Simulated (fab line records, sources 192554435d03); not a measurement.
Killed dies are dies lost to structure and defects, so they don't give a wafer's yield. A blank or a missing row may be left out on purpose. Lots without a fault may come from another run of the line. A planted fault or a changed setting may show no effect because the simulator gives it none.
Chamber matching | flow n5_finfet | N5_GATE_CUT_STRIP_59 on rie_diel-01: 4 sister chambers
The step strips in N2/H2, time 20 s. 8 wafers are shown with their chamber, then 7 later ones without.

WAFERS WITH THEIR CHAMBER
wafer  | chamber | showerhead_plenum_p_Torr (Torr) | throttle_valve_pct (%)
L075.6 | 2       | 3.51                            | 12.48
L080.4 | 2       | 3.51                            | 12.49
L081.1 | 3       | 3.42                            | 12.21
L085.3 | 3       | 3.42                            | 12.21
L085.5 | 1       | 3.44                            | 12.21
L085.6 | 0       | 3.29                            | 11.76
L093.1 | 0       | 3.28                            | 11.80
L093.2 | 1       | 3.43                            | 12.24

WAFERS WITHOUT THEIR CHAMBER
wafer  | showerhead_plenum_p_Torr (Torr) | throttle_valve_pct (%)
L093.3 | 3.50                            | 12.55
L093.4 | 3.43                            | 12.25
L093.5 | 3.28                            | 11.79
L093.6 | 3.50                            | 12.54
L096.3 | 3.28                            | 11.83
L096.5 | 3.41                            | 11.61
L096.6 | 3.49                            | 12.55

WHICH CHAMBER EACH WENT THROUGH
wafer  | from the rows above     | in truth
L093.3 | 2                       | 2
L093.4 | can't be placed: 1 or 3 | 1
L093.5 | 0                       | 0
L093.6 | 2                       | 2
L096.3 | 0                       | 0
L096.5 | 0                       | 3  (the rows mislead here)
L096.6 | 2                       | 2
Placed correctly: 5 of 7. Can't be placed from these rows: 1 (the true chamber is among the candidates in 1). Placed wrongly: 1.
How it was worked out, from the rows above alone: a wafer's distance from a chamber is the root of the sum, over the readings, of the square of ((its reading less the chamber's mean) divided by the reading's scatter). The wafer belongs to the nearest chamber; if the next one is less than 2 further off, it can't be placed. A chamber's mean is the mean of its shown wafers. The scatter: the root of (the sum of the squares of (reading less its chamber's mean) over the shown wafers, divided by (wafers less chambers)).
